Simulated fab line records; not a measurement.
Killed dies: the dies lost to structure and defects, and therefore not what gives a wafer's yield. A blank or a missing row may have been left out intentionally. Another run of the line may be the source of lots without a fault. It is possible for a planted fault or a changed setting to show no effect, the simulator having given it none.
fab line records | flow n5Finfet
record: lots: 8 | wafers: 24 | lastDay: 18
route steps=1938 shown FIN_SAQP@99 FIN_CUT@165 BEOL_M4@1111 PASSIVATION@1936
lots with no fault: from the same line, run without faults
startH: hours from the record's first day to the start of the lot's first wafer shown | waitH: how many hours have passed since the lot's step before this one | " the same as in the row above | L1.1+2: a single row standing in for several wafers | - value missing, or start not given | * or withheld: withheld | < > ~ a bound
route shown NAME@n: a module of which the file shows steps, and the number in the route of the first | usual: mean/standard deviation taken from wafers without a fault | same: alike in all rows | chamber/n: place in a boat | sites: readings site by site | _std_site: the values' standard deviation | _edge_site: mean of outer sites minus mean of inner sites | radiusMm: how far each site lies from the wafer's centre | mask NAME#n: copy n | behind: the tool/chamber that last shaped the wafer | hold: why the lot was held/for how many hours/how that ended | device: the transistor (n, p or np) that didn't switch | end of line: at the end of the route, the tests of the same wafers | step lacking rows: just its recipe | killed: the dies lost at the first sort to structure and to defects; this is not the yield of the wafer | map: shows each die of a wafer: x if killed, . if not, _ if none is there
set.NAME: the setting that was run; set.NAME@STEP: the one run at that earlier step | model.NAME: the simulator's own value behind a step, which no gauge read
route steps across a sampled set of lots; one table per step, one row per wafer
services: when a tool's chamber went out of use (startH, in hours from the record's first day, below 0 if earlier), for how many hours, and the reason
== steps ==
step: N5_FIN_SAQP_PECVD_48
recipe: material: SiNx | targetThkA: 250 | tempC: 400 | precursor: SiH4/NH3/N2 | pressureTorr: 1.5 | rfW: 300 | timeS: 22.1
usual: heaterPowerW: 790/140 | showerheadPlenumPTorr: 5.16/0.055 | throttleValvePct: 39.7/1.5
lot.wafer | tool     | chamber | startH | waitH | heaterPowerW | showerheadPlenumPTorr | throttleValvePct
L608.3    | pecvd-01 | 1       | 44.71  | 0.0   | 920          | 5.11                  | 42.2
L608.5    | "        | 1       | "      | "     | 911          | 5.11                  | 42.0
L608.6    | "        | 0       | "      | "     | 574          | 5.22                  | 38.9
L612.4    | pecvd-01 | 1       | 69.76  | 0.0   | 785          | 5.10                  | 42.2
L612.5    | "        | 2       | "      | "     | 692          | 5.12                  | 38.2
L612.6    | "        | 0       | "      | "     | 637          | 5.23                  | 39.0
L613.1    | pecvd-04 | 2       | 76.18  | 0.0   | 780          | 5.12                  | 38.7
L613.2    | "        | 1       | "      | "     | 735          | 5.14                  | 39.6
L613.6    | "        | 1       | "      | "     | 735          | 5.15                  | 39.4
L614.3    | pecvd-02 | 2       | 82.38  | 0.0   | 792          | 5.23                  | 40.2
L614.5    | "        | 1       | "      | "     | 994          | 5.14                  | 37.9
L614.6    | "        | 2       | "      | "     | 802          | 5.23                  | 40.0
L616.1    | pecvd-01 | 2       | 94.84  | 0.0   | 706          | 5.12                  | 38.2
L616.2    | "        | 1       | "      | "     | 886          | 5.09                  | 41.9
L616.3    | "        | 0       | "      | "     | 657          | 5.22                  | 39.0
L622.2    | pecvd-02 | 1       | 128.74 | 0.0   | 1091         | 5.14                  | 38.3
L622.3    | "        | 2       | "      | "     | 832          | 5.25                  | 40.5
L622.4    | "        | 2       | "      | "     | 827          | 5.25                  | 40.1
L626.3    | pecvd-02 | 1       | 153.73 | 0.0   | 944          | 5.13                  | 37.9
L626.5    | "        | 0       | "      | "     | 925          | 5.12                  | 41.2
L626.6    | "        | 1       | "      | "     | 919          | 5.14                  | 37.8
L627.1    | pecvd-02 | 1       | 159.42 | 0.0   | 958          | 5.15                  | 38.3
L627.4    | "        | 2       | "      | "     | 755          | 5.23                  | 40.3
L627.5    | "        | 1       | "      | "     | 959          | 5.15                  | 38.0
step: N5_FIN_SAQP_OVL_MEAS_17
recipe: pointsPerWafer: 44
usual: FIN_CORE_OVL: 0.2/0.76
same: pointsPerWafer: 44
lot.wafer | tool       | chamber | startH | waitH | FIN_CORE_OVL[nm]
L608.3    | overlay-02 | 0       | 45.27  | 0.0   | 1.2
L608.5    | "          | 0       | "      | "     | 1.3
L608.6    | "          | 0       | "      | "     | 1.0
L612.4    | overlay-02 | 0       | 70.42  | 0.0   | -0.5
L612.5    | "          | 0       | "      | "     | -0.9
L612.6    | "          | 0       | "      | "     | -0.5
L613.1    | overlay-01 | 0       | 76.71  | 0.0   | -0.3
L613.2    | "          | 0       | "      | "     | 0.1
L613.6    | "          | 0       | "      | "     | -1.2
L614.3    | overlay-01 | 0       | 83.08  | 0.0   | 0.2
L614.5    | "          | 0       | "      | "     | 0.5
L614.6    | "          | 0       | "      | "     | 0.1
L616.1    | overlay-02 | 0       | 95.52  | 0.0   | 0.1
L616.2    | "          | 0       | "      | "     | 1.2
L616.3    | "          | 0       | "      | "     | 0.3
L622.2    | overlay-01 | 0       | 129.27 | 0.0   | -0.8
L622.3    | "          | 0       | "      | "     | -0.1
L622.4    | "          | 0       | "      | "     | -0.1
L626.3    | overlay-01 | 0       | 154.29 | 0.0   | -0.7
L626.5    | "          | 0       | "      | "     | -0.6
L626.6    | "          | 0       | "      | "     | 1.3
L627.1    | overlay-01 | 0       | 159.95 | 0.0   | 0.4
L627.4    | "          | 0       | "      | "     | 0.0
L627.5    | "          | 0       | "      | "     | 0.7
step: N5_FIN_SAQP_INSPECT_18
recipe: mode: adi | inspectInstrument: brightfield
usual: rawDefectCount: 439/130
lot.wafer | tool             | chamber | startH | waitH | rawDefectCount
L608.3    | defectInspect-01 | -       | 45.29  | 0.0   | 319
L608.5    | "                | -       | "      | "     | 461
L608.6    | "                | -       | "      | "     | 268
L612.4    | defectInspect-02 | -       | 70.44  | 0.0   | 510
L612.5    | "                | -       | "      | "     | 528
L612.6    | "                | -       | "      | "     | 568
L613.1    | defectInspect-01 | -       | 76.74  | 0.0   | 515
L613.2    | "                | -       | "      | "     | 535
L613.6    | "                | -       | "      | "     | 566
L614.3    | defectInspect-02 | -       | 83.11  | 0.0   | 266
L614.5    | "                | -       | "      | "     | 489
L614.6    | "                | -       | "      | "     | 277
L616.1    | defectInspect-02 | -       | 95.54  | 0.0   | 245
L616.2    | "                | -       | "      | "     | 1270
L616.3    | "                | -       | "      | "     | 524
L622.2    | defectInspect-01 | -       | 129.30 | 0.0   | 466
L622.3    | "                | -       | "      | "     | 381
L622.4    | "                | -       | "      | "     | 437
L626.3    | defectInspect-01 | -       | 154.31 | 0.0   | 546
L626.5    | "                | -       | "      | "     | 543
L626.6    | "                | -       | "      | "     | 753
L627.1    | defectInspect-02 | -       | 159.97 | 0.0   | 289
L627.4    | "                | -       | "      | "     | 774
L627.5    | "                | -       | "      | "     | 483
step: N5_FIN_SAQP_ETCH_52
recipe: chemistry: N2/H2 | target: SOC | targetDepthA: 1000 | overetchA: 200 | maskMaterial: SiARC | tempC: 40 | timeS: 150 | ionEnergyEv: 200 | pressureMtorr: 30 | sourceW: 840 | biasW: 150 | n2FlowSccm: 200 | h2FlowSccm: 200 | ends: endPoint
usual: drypumpMotorCurrentA: 5.6/0.37 | oesProductAu: 0.70/0.077 | rfVppV: 524.7/2.4 | showerheadPlenumPTorr: 2.58/0.084 | throttleValvePct: 17.75/0.26
lot.wafer | tool       | chamber | startH | waitH | drypumpMotorCurrentA | oesProductAu | rfHoursCounterH | rfVppV | showerheadPlenumPTorr | throttleValvePct
L608.3    | rieDiel-04 | 1       | 45.44  | 0.0   | 5.4                  | 0.63         | 215             | 522.4  | 2.53                  | 17.85
L608.5    | "          | 3       | "      | "     | 5.0                  | 0.61         | -               | 520.0  | 2.40                  | 17.99
L608.6    | "          | 2       | "      | "     | 5.7                  | 0.69         | -               | 526.6  | 2.66                  | 18.01
L612.4    | rieDiel-04 | 0       | 70.61  | 0.0   | 5.9                  | 0.70         | -               | 525.5  | 2.56                  | 17.65
L612.5    | "          | 1       | "      | "     | 5.4                  | 0.63         | -               | 524.8  | 2.53                  | 17.87
L612.6    | "          | 2       | "      | "     | 5.7                  | 0.68         | -               | 526.1  | 2.65                  | 18.01
L613.1    | rieDiel-02 | 1       | 77.15  | 0.0   | 5.4                  | 0.63         | 227             | 525.2  | 2.63                  | 18.22
L613.2    | "          | 3       | "      | "     | 5.5                  | 0.85         | 11              | 523.1  | 2.50                  | 17.78
L613.6    | "          | 1       | "      | "     | 5.4                  | 0.63         | -               | 525.9  | 2.63                  | 18.22
L614.3    | rieDiel-02 | 0       | 83.74  | 0.0   | 5.4                  | 0.75         | 75              | 525.9  | 2.58                  | 17.52
L614.5    | "          | 3       | "      | "     | 5.5                  | 0.85         | -               | 521.2  | 2.50                  | 17.79
L614.6    | "          | 2       | "      | "     | 6.6                  | 0.71         | -               | 519.4  | 2.44                  | 17.65
L616.1    | rieDiel-02 | 2       | 95.89  | 0.0   | 6.6                  | 0.71         | 121             | 521.4  | 2.44                  | 17.64
L616.2    | "          | 3       | "      | "     | 5.5                  | 0.84         | 17              | 523.7  | 2.50                  | 17.80
L616.3    | "          | 1       | "      | "     | 5.4                  | 0.62         | 233             | 526.8  | 2.63                  | 18.23
L622.2    | rieDiel-04 | 3       | 129.73 | 0.0   | 5.0                  | 0.84         | 17              | 527.3  | 2.71                  | 17.57
L622.3    | "          | 0       | "      | "     | 5.9                  | 0.69         | 156             | 524.2  | 2.55                  | 17.71
L622.4    | "          | 1       | "      | "     | 5.4                  | 0.62         | 245             | 521.9  | 2.52                  | 17.90
L626.3    | rieDiel-05 | 2       | 154.94 | 0.0   | 5.8                  | 0.64         | 184             | 526.2  | 2.63                  | 17.35
L626.5    | "          | 0       | "      | "     | 5.6                  | 0.78         | -               | 527.0  | 2.71                  | 17.77
L626.6    | "          | 3       | "      | "     | 5.7                  | 0.64         | -               | 523.4  | 2.50                  | 17.55
L627.1    | rieDiel-05 | 3       | 160.10 | 0.0   | 5.7                  | 0.64         | 199             | 522.4  | 2.50                  | 17.56
L627.4    | "          | 3       | "      | "     | 5.7                  | 0.64         | -               | 523.8  | 2.50                  | 17.54
L627.5    | "          | 2       | "      | "     | 5.8                  | 0.64         | -               | 526.3  | 2.63                  | 17.36
step: N5_FIN_SAQP_MANDREL_ETCH_22
recipe: targetDepthA: 600 | chemistry: HBr/Cl2 | target: a-Si | stopOn: SiNx | btTimeS: 10 | overEtchFrac: 0.5 | timeS: 30 | pressureMtorr: 10 | icpW: 800 | biasW: 75 | HBr_flow_sccm: 150 | Cl2_flow_sccm: 80 | ends: endPoint
usual: drypumpMotorCurrentA: 5.7/0.38 | oesProductAu: 0.775/0.013 | throttleValvePct: 35.36/0.28
lot.wafer | tool     | chamber | startH | waitH | drypumpMotorCurrentA | oesProductAu | rfHoursCounterH | throttleValvePct
L608.3    | rieSi-04 | 2       | 45.63  | 0.0   | 5.7                  | 0.760        | 146             | 35.14
L608.5    | "        | 2       | "      | "     | 5.7                  | 0.756        | -               | 35.12
L608.6    | "        | 1       | "      | "     | 5.6                  | 0.763        | -               | 35.18
L612.4    | rieSi-06 | 3       | 70.76  | 0.0   | 6.2                  | 0.768        | 110             | 35.97
L612.5    | "        | 0       | "      | "     | 6.0                  | 0.806        | -               | 35.36
L612.6    | "        | 1       | "      | "     | 5.3                  | 0.776        | -               | 35.07
L613.1    | rieSi-03 | 3       | 77.34  | 0.0   | 5.2                  | 0.774        | 90              | 35.04
L613.2    | "        | 0       | "      | "     | 5.6                  | 0.758        | 109             | 35.65
L613.6    | "        | 3       | "      | "     | 5.2                  | 0.781        | -               | 35.00
L614.3    | rieSi-06 | 3       | 83.93  | 0.0   | 6.3                  | 0.775        | 111             | 35.97
L614.5    | "        | 3       | "      | "     | 6.3                  | 0.771        | -               | 35.98
L614.6    | "        | 0       | "      | "     | 5.9                  | 0.808        | -               | 35.34
L616.1    | rieSi-03 | 2       | 96.08  | 0.0   | 6.1                  | 0.770        | 102             | 35.40
L616.2    | "        | 0       | "      | "     | 5.6                  | 0.747        | 109             | 35.69
L616.3    | "        | 3       | "      | "     | 5.2                  | 0.770        | 90              | 35.01
L622.2    | rieSi-04 | 3       | 129.92 | 0.0   | 5.9                  | 0.791        | 181             | 35.43
L622.3    | "        | 2       | "      | "     | 5.7                  | 0.759        | 147             | 35.13
L622.4    | "        | 1       | "      | "     | 5.6                  | 0.773        | 62              | 35.15
L626.3    | rieSi-06 | 1       | 155.14 | 0.0   | 5.3                  | 0.770        | 170             | 35.10
L626.5    | "        | 3       | "      | "     | 6.3                  | 0.762        | -               | 36.00
L626.6    | "        | 0       | "      | "     | 5.9                  | 0.789        | -               | 35.38
L627.1    | rieSi-06 | 1       | 160.29 | 0.0   | 5.4                  | 0.773        | 170             | 35.09
L627.4    | "        | 3       | "      | "     | 6.2                  | 0.772        | 112             | 35.98
L627.5    | "        | 3       | "      | "     | 6.3                  | 0.773        | -               | 35.98
step: N5_FIN_SAQP_INSPECT_40
recipe: inspectInstrument: brightfield | mode: aei
usual: rawDefectCount: 206/55
lot.wafer | tool             | chamber | startH | waitH | rawDefectCount
L608.3    | defectInspect-02 | -       | 49.80  | 0.0   | 158
L608.5    | "                | -       | "      | "     | 275
L608.6    | "                | -       | "      | "     | 170
L612.4    | defectInspect-02 | -       | 75.11  | 0.0   | 228
L612.5    | "                | -       | "      | "     | 244
L612.6    | "                | -       | "      | "     | 249
L613.1    | defectInspect-02 | -       | 81.92  | 0.0   | 169
L613.2    | "                | -       | "      | "     | 161
L613.6    | "                | -       | "      | "     | 265
L614.3    | defectInspect-02 | -       | 89.78  | 0.0   | 104
L614.5    | "                | -       | "      | "     | 238
L614.6    | "                | -       | "      | "     | 250
L616.1    | defectInspect-01 | -       | 101.61 | 0.0   | 201
L616.2    | "                | -       | "      | "     | 1193
L616.3    | "                | -       | "      | "     | 317
L622.2    | defectInspect-02 | -       | 134.18 | 0.0   | 256
L622.3    | "                | -       | "      | "     | 141
L622.4    | "                | -       | "      | "     | 201
L626.3    | defectInspect-02 | -       | 159.19 | 0.0   | 288
L626.5    | "                | -       | "      | "     | 243
L626.6    | "                | -       | "      | "     | 363
L627.1    | defectInspect-02 | -       | 164.22 | 0.0   | 120
L627.4    | "                | -       | "      | "     | 148
L627.5    | "                | -       | "      | "     | 198
step: N5_FIN_CUT_INSPECT_10
recipe: mode: adi | inspectInstrument: brightfield
usual: rawDefectCount: 38/10
lot.wafer | tool             | chamber | startH | waitH | rawDefectCount
L608.3    | defectInspect-02 | -       | 50.33  | 0.0   | 34
L608.5    | "                | -       | "      | "     | 49
L608.6    | "                | -       | "      | "     | 30
L612.4    | defectInspect-01 | -       | 75.62  | 0.0   | 46
L612.5    | "                | -       | "      | "     | 54
L612.6    | "                | -       | "      | "     | 60
L613.1    | defectInspect-01 | -       | 82.43  | 0.1   | 33
L613.2    | "                | -       | "      | "     | 31
L613.6    | "                | -       | "      | "     | 48
L614.3    | defectInspect-02 | -       | 90.29  | 0.0   | 26
L614.5    | "                | -       | "      | "     | 41
L614.6    | "                | -       | "      | "     | 53
L616.1    | defectInspect-02 | -       | 102.00 | 0.1   | 33
L616.2    | "                | -       | "      | "     | 967
L616.3    | "                | -       | "      | "     | 54
L622.2    | defectInspect-01 | -       | 134.57 | 0.0   | 38
L622.3    | "                | -       | "      | "     | 22
L622.4    | "                | -       | "      | "     | 44
L626.3    | defectInspect-01 | -       | 159.58 | 0.0   | 38
L626.5    | "                | -       | "      | "     | 40
L626.6    | "                | -       | "      | "     | 44
L627.1    | defectInspect-01 | -       | 164.61 | 0.1   | 29
L627.4    | "                | -       | "      | "     | 24
L627.5    | "                | -       | "      | "     | 45
step: N5_BEOL_M4_RC_MEAS_101
usual: DIBL_N: 35.8/1.8 | DIBL_P: 35.9/2.2 | IOFF_N: 0.16/0.035 | IOFF_P: 0.21/0.04 | ION_N: 672/11 | ION_P: 461/7.4 | SS_N: 71.4/0.64 | SS_P: 73.2/0.67 | VT_N: 250/3.5 | VT_P: -251/3.4
lot.wafer | tool      | chamber | startH | waitH | DIBL_N[mV/V] | DIBL_P[mV/V] | IOFF_N[nA/um] | IOFF_P[nA/um] | ION_N[uA/um] | ION_P[uA/um] | SS_N[mV/dec] | SS_P[mV/dec] | VT_N[mV] | VT_P[mV]
L608.3    | prober-02 | 0       | 188.64 | 0.3   | 37.6         | 39.3         | 0.21          | 0.27          | 679          | 467          | 72.1         | 73.9         | 247      | -246
L608.5    | "         | 0       | "      | "     | 34.5         | 35.6         | 0.15          | 0.21          | 670          | 459          | 71.0         | 72.9         | 250      | -247
L608.6    | "         | 0       | "      | "     | 35.5         | 37.1         | 0.17          | 0.24          | 676          | 473          | 71.4         | 73.0         | 251      | -248
L612.4    | prober-02 | 0       | 214.06 | 0.5   | 36.3         | 36.0         | 0.15          | 0.18          | 663          | 455          | 71.7         | 73.6         | 251      | -253
L612.5    | "         | 0       | "      | "     | 38.0         | 39.9         | 0.19          | 0.26          | 677          | 462          | 71.8         | 74.1         | 249      | -249
L612.6    | "         | 0       | "      | "     | 36.0         | 36.2         | 0.15          | 0.19          | 667          | 458          | 71.1         | 73.6         | 249      | -251
L613.1    | prober-01 | 0       | 218.52 | 0.0   | 37.6         | 38.2         | 0.20          | 0.24          | 682          | 460          | 72.5         | 74.0         | 248      | -248
L613.2    | "         | 0       | "      | "     | 34.9         | 34.9         | 0.14          | 0.19          | 667          | 458          | 71.6         | 72.9         | 252      | -252
L613.6    | "         | 0       | "      | "     | 38.6         | 38.6         | 0.20          | 0.25          | 682          | 465          | 72.4         | 73.3         | 247      | -247
L614.3    | prober-01 | 0       | 222.42 | 0.3   | 38.0         | 37.8         | 0.20          | 0.24          | 686          | 463          | 71.9         | 74.3         | 244      | -250
L614.5    | "         | 0       | "      | "     | 38.2         | 37.2         | 0.20          | 0.23          | 677          | 461          | 72.3         | 73.8         | 248      | -251
L614.6    | "         | 0       | "      | "     | 36.5         | 35.5         | 0.17          | 0.20          | 687          | 469          | 71.7         | 74.4         | 249      | -252
L616.1    | prober-02 | 0       | 251.04 | 0.0   | 39.1         | 39.8         | 0.23          | 0.27          | 690          | 472          | 72.2         | 73.6         | 244      | -248
L616.2    | "         | 0       | "      | "     | 34.3         | 33.5         | 0.12          | 0.17          | 665          | 457          | 70.7         | 73.1         | 254      | -252
L616.3    | "         | 0       | "      | "     | 34.8         | 35.5         | 0.14          | 0.20          | 667          | 463          | 70.3         | 72.8         | 252      | -248
L622.2    | prober-01 | 0       | 280.65 | 0.2   | 37.3         | 36.3         | 0.18          | 0.21          | 672          | 458          | 72.0         | 73.2         | 248      | -251
L622.3    | "         | 0       | "      | "     | 37.0         | 35.8         | 0.16          | 0.20          | 682          | 464          | 70.6         | 73.4         | 249      | -251
L622.4    | "         | 0       | "      | "     | 32.9         | 31.6         | 0.11          | 0.15          | 661          | 456          | 70.9         | 72.5         | 252      | -256
L626.3    | prober-02 | 0       | 309.15 | 0.3   | 35.9         | 34.6         | 0.14          | 0.20          | 676          | 467          | 70.8         | 73.0         | 249      | -252
L626.5    | "         | 0       | "      | "     | 35.5         | 34.3         | 0.14          | 0.20          | 683          | 466          | 71.0         | 72.3         | 249      | -251
L626.6    | "         | 0       | "      | "     | 35.3         | 33.3         | 0.12          | 0.19          | 669          | 464          | 70.5         | 72.7         | 254      | -252
L627.1    | prober-02 | 0       | 311.74 | 0.0   | 34.4         | 33.0         | 0.11          | 0.17          | 659          | 459          | 70.6         | 72.5         | 255      | -251
L627.4    | "         | 0       | "      | "     | 35.2         | 34.1         | 0.12          | 0.18          | 658          | 459          | 71.7         | 72.9         | 255      | -253
L627.5    | "         | 0       | "      | "     | 32.4         | 30.8         | 0.09          | 0.14          | 653          | 453          | 70.3         | 71.6         | 257      | -255
step: N5_PASSIVATION_PROBE_49
usual: defectLimitedYield: 91.0/1.5 | killed_at_M0_to_M3: 34/9.1 | killed_at_M4_up: 14/5.7 | killedAtContacts: 13/5.7 | killedAtFrontEnd: 42/12 | killedAtOther: 4/3.4 | killedDies: 106/17 | killedOpen: 70/13 | killedShort: 34/7.5 | sort_bin_5_function: 5.2/0.94 | sort_bin_6_memory: 3.4/0.69 | sortNPass: 1074/17 | sortYieldPct: 91.0/1.5
same: grossDies: 1180 | killedAtBackSide: 0 | sort_bin_4_leakage[%]: 0 | sort_bin_8_speed[%]: 0
lot.wafer | tool      | chamber | startH | waitH | defectLimitedYield[%] | killed_at_M0_to_M3 | killed_at_M4_up | killedAtContacts | killedAtFrontEnd | killedAtOther | killedDies | killedOpen | killedShort | sort_bin_5_function[%] | sort_bin_6_memory[%] | sortNPass | sortYieldPct[%]
L608.3    | prober-02 | -       | 295.06 | 0.1   | 90.8                  | 46                 | 11              | 4                | 48               | 0             | 109        | 68         | 36          | 5.1                    | 3.5                  | 1071      | 90.8
L608.5    | prober-02 | -       | 295.16 | 0.2   | 91.6                  | 33                 | 11              | 7                | 42               | 6             | 99         | 58         | 39          | 5.3                    | 2.6                  | 1081      | 91.6
L608.6    | prober-02 | -       | 295.21 | 0.3   | 92.2                  | 43                 | 9               | 7                | 28               | 5             | 92         | 67         | 24          | 5.3                    | 2.1                  | 1088      | 92.2
L613.1    | prober-02 | -       | 325.77 | 0.0   | 87.9                  | 61                 | 8               | 12               | 59               | 3             | 143        | 98         | 45          | 7.1                    | 4.4                  | 1037      | 87.9
L613.6    | prober-02 | -       | 326.02 | 0.3   | 89.3                  | 52                 | 7               | 5                | 60               | 2             | 126        | 89         | 34          | 6.4                    | 3.5                  | 1054      | 89.3
L614.3    | prober-02 | -       | 333.64 | 0.1   | 91.9                  | 19                 | 24              | 11               | 22               | 19            | 95         | 59         | 36          | 5.0                    | 3.0                  | 1085      | 91.9
L614.5    | prober-02 | -       | 333.74 | 0.2   | 90.0                  | 21                 | 32              | 15               | 42               | 8             | 118        | 76         | 38          | 5.3                    | 3.6                  | 1062      | 90.0
L614.6    | prober-02 | -       | 333.79 | 0.3   | 89.7                  | 28                 | 23              | 14               | 50               | 7             | 122        | 72         | 49          | 5.6                    | 4.5                  | 1058      | 89.7
L616.1    | prober-01 | -       | 351.56 | 0.0   | 91.9                  | 49                 | 9               | 8                | 27               | 2             | 95         | 64         | 31          | 4.8                    | 2.7                  | 1085      | 91.9
L616.2    | prober-01 | -       | 351.61 | 0.1   | 86.3                  | 25                 | 11              | 10               | 115              | 1             | 162        | 60         | 31          | 7.5                    | 4.2                  | 1018      | 86.3
L616.3    | prober-01 | -       | 351.66 | 0.1   | 91.1                  | 31                 | 6               | 10               | 55               | 3             | 105        | 68         | 37          | 4.9                    | 3.4                  | 1075      | 91.1
L626.3    | prober-01 | -       | 422.63 | 0.1   | 92.1                  | 24                 | 9               | 12               | 38               | 10            | 93         | 66         | 25          | 4.7                    | 2.9                  | 1087      | 92.1
L626.5    | prober-01 | -       | 422.73 | 0.2   | 91.6                  | 45                 | 9               | 11               | 34               | 0             | 99         | 54         | 41          | 5.3                    | 2.4                  | 1081      | 91.6
L626.6    | prober-01 | -       | 422.78 | 0.3   | 91.9                  | 35                 | 3               | 10               | 44               | 3             | 95         | 54         | 37          | 3.8                    | 3.3                  | 1085      | 91.9
killed by level:class
L608.3 BEOL_M0_SAQP:geometricParticle:short=11 BEOL_M0_SAQP:geometricParticle:open=11 FIN_SAQP:geometricParticle:short=7 GATE_CUT:geometricParticle:open=7 BEOL_M1:geometricParticle:open=7 BEOL_M1:geometricParticle:short=6 BEOL_M3:geometricParticle:open=6 STI_FIN_REVEAL:geometricParticle:open=5
L608.5 BEOL_M0_SAQP:geometricParticle:short=9 BEOL_M0_SAQP:geometricParticle:open=9 FIN_SAQP:geometricParticle:open=6 GATE_CUT:geometricParticle:short=6 STI_FIN_REVEAL:geometricParticle:open=5 DUMMY_GATE:geometricParticle:open=5 STARTING-WAFER:geometricParticle:open=5 BEOL_M3:geometricParticle:open=5
L608.6 BEOL_M0_SAQP:geometricParticle:open=14 BEOL_M3:geometricParticle:open=11 BEOL_M1:geometricParticle:open=7 DUMMY_GATE:geometricParticle:open=6 FIN_SAQP:geometricParticle:open=5 STI_FIN_REVEAL:geometricParticle:open=5 BEOL_M0_SAQP:geometricParticle:short=5 GATE_CUT:geometricParticle:open=4
L613.1 BEOL_M3:geometricParticle:open=23 BEOL_M2:geometricParticle:open=18 FIN_SAQP:geometricParticle:open=14 MOL_CONTACT_COAG:geometricParticle:open=10 FIN_SAQP:geometricParticle:short=9 STI_FIN_REVEAL:geometricParticle:open=8 BEOL_M3:geometricParticle:short=7 ILD0:geometricParticle:open=6
L613.6 BEOL_M3:geometricParticle:open=21 STI_FIN_REVEAL:geometricParticle:open=16 FIN_SAQP:geometricParticle:open=15 BEOL_M0_SAQP:geometricParticle:open=14 FIN_SAQP:geometricParticle:short=9 BEOL_M0_SAQP:geometricParticle:short=8 BEOL_M4:geometricParticle:open=6 DUMMY_GATE:geometricParticle:open=5
L614.3 MOL_CONTACT_COAG:geometricParticle:open=11 BEOL_M4:geometricParticle:open=10 GATE_CUT:geometricParticle:short=8 BEOL_M0_SAQP:geometricParticle:open=6 BEOL_M3:geometricParticle:open=6 BEOL_M4:geometricParticle:short=6 MIM_TOP_ETCH:geometricParticle:open=5 PASS1_CAP:geometricParticle:open=4
L614.5 BEOL_M4:geometricParticle:open=19 MOL_CONTACT_COAG:geometricParticle:open=10 STI_FIN_REVEAL:geometricParticle:open=8 BEOL_M0_SAQP:geometricParticle:open=8 FIN_SAQP:geometricParticle:short=6 BEOL_M0_SAQP:geometricParticle:short=6 GATE_CUT:geometricParticle:short=5 BEOL_M4:geometricParticle:short=5
L614.6 BEOL_M4:geometricParticle:open=15 BEOL_M3:geometricParticle:open=12 FIN_SAQP:geometricParticle:short=11 MOL_CONTACT_COAG:geometricParticle:open=11 STI_FIN_REVEAL:geometricParticle:open=10 FIN_SAQP:geometricParticle:open=8 BEOL_M0_SAQP:geometricParticle:short=7 GATE_CUT:geometricParticle:short=5
L616.1 BEOL_M2:geometricParticle:open=12 STI_FIN_REVEAL:geometricParticle:open=10 BEOL_M0_SAQP:geometricParticle:short=9 MOL_CONTACT_COAG:geometricParticle:open=7 BEOL_M0_SAQP:geometricParticle:open=7 BEOL_M1:geometricParticle:open=7 GATE_CUT:geometricParticle:short=6 BEOL_M3:geometricParticle:open=6
L616.2 FIN_SAQP:unspecified=71 STI_FIN_REVEAL:geometricParticle:open=9 MOL_CONTACT_COAG:geometricParticle:open=9 BEOL_M2:geometricParticle:open=9 GATE_CUT:geometricParticle:open=7 GATE_CUT:geometricParticle:short=7 BEOL_M0_SAQP:geometricParticle:short=6 FIN_SAQP:geometricParticle:open=5
L616.3 STI_FIN_REVEAL:geometricParticle:open=23 FIN_SAQP:geometricParticle:open=10 BEOL_M0_SAQP:geometricParticle:short=10 MOL_CONTACT_COAG:geometricParticle:open=9 BEOL_M0_SAQP:geometricParticle:open=9 FIN_SAQP:geometricParticle:short=6 GATE_CUT:geometricParticle:short=6 BEOL_M2:geometricParticle:open=4
L626.3 MOL_CONTACT_COAG:geometricParticle:open=10 STI_FIN_REVEAL:geometricParticle:open=7 BEOL_M2:geometricParticle:open=7 DUMMY_GATE:geometricParticle:open=6 BEOL_M0_SAQP:geometricParticle:open=5 PASS1_CAP:geometricParticle:short=5 FIN_SAQP:geometricParticle:open=4 GATE_CUT:geometricParticle:short=4
L626.5 BEOL_M0_SAQP:geometricParticle:short=17 BEOL_M2:geometricParticle:open=12 BEOL_M0_SAQP:geometricParticle:open=10 MOL_CONTACT_COAG:geometricParticle:open=9 FIN_SAQP:geometricParticle:short=6 STARTING-WAFER:geometricParticle:open=5 BEOL_M2:geometricParticle:short=4 FIN_SAQP:geometricParticle:open=3
L626.6 GATE_CUT:geometricParticle:open=10 GATE_CUT:geometricParticle:short=10 BEOL_M0_SAQP:geometricParticle:open=9 MOL_CONTACT_COAG:geometricParticle:open=8 FIN_SAQP:geometricParticle:short=6 BEOL_M0:geometricParticle:open=5 BEOL_M2:geometricParticle:open=5 BEOL_M0_SAQP:geometricParticle:short=4
== services ==
tool       | chamber | startH | hours | kind
pecvd-01   | 2       | 21.12  | -     | clean
pecvd-01   | 2       | 21.12  | -     | consumableReplace:showerhead
pecvd-01   | 2       | 21.12  | 29.0  | scheduledDown
pecvd-01   | 2       | 21.12  | 29.0  | ventCycle
rieDiel-02 | 3       | 29.72  | -     | clean
rieDiel-02 | 3       | 29.72  | -     | consumableReplace:focusRing
rieDiel-04 | -       | 33.76  | 2.8   | pm
rieSi-04   | 0       | 36.16  | 16.7  | repair
rieDiel-02 | 1       | 41.35  | 10.3  | repair
rieSi-06   | -       | 64.93  | 0.8   | repair
pecvd-01   | 1       | 75.63  | 9.3   | repair
pecvd-02   | 0       | 79.28  | 16.5  | scheduledDown
rieDiel-04 | -       | 86.97  | 0.2   | repair
rieDiel-05 | 1       | 89.57  | 3.7   | repair
rieDiel-04 | 3       | 103.87 | 1.6   | repair
pecvd-04   | -       | 122.22 | 2.8   | pm
rieDiel-02 | 2       | 123.38 | 3.3   | repair
rieDiel-02 | 3       | 124.20 | 18.9  | repair
rieDiel-05 | 2       | 127.78 | 5.4   | repair
rieDiel-04 | 0       | 133.20 | 5.6   | repair
rieSi-03   | 1       | 134.56 | 6.4   | repair
pecvd-04   | 0       | 138.59 | 10.1  | repair
pecvd-02   | 2       | 151.94 | 5.0   | scheduledDown
rieSi-03   | -       | 158.67 | 28.1  | pm
== key ==
firstSign: step: N5_FIN_SAQP_INSPECT_18 | reading: rawDefectCount | direction: up | sigmas: 6.6 | usual: 439 | struck: 1270
effect: step: N5_FIN_SAQP_INSPECT_40 | reading: rawDefectCount | direction: up | sigmas: 18 | usual: 206 | struck: 1193
effect: step: N5_FIN_CUT_INSPECT_10 | reading: rawDefectCount | direction: up | sigmas: 92 | usual: 38 | struck: 967
effect: step: N5_PASSIVATION_PROBE_49 | reading: killedAtFrontEnd | direction: up | sigmas: 5.9 | usual: 42 | struck: 115
moreKillsBornAt: N5_FIN_SAQP_PECVD_48@pecvd-01: 71
metAt N5_FIN_SAQP_PECVD_48
struckLots L616
struckWafers L616.2
notActingAt N5_FIN_SAQP_OVL_MEAS_17,N5_FIN_SAQP_ETCH_52,N5_FIN_SAQP_MANDREL_ETCH_22
onsetBetween 69.76 94.84
fault: kind: chamberParticleSource | tool: pecvd-01 | chamber: 1 | onsetH: 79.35 | steps: N5_FIN_SAQP_PECVD_48 | ratePerVisitCm2: 1.4172 | endH: 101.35
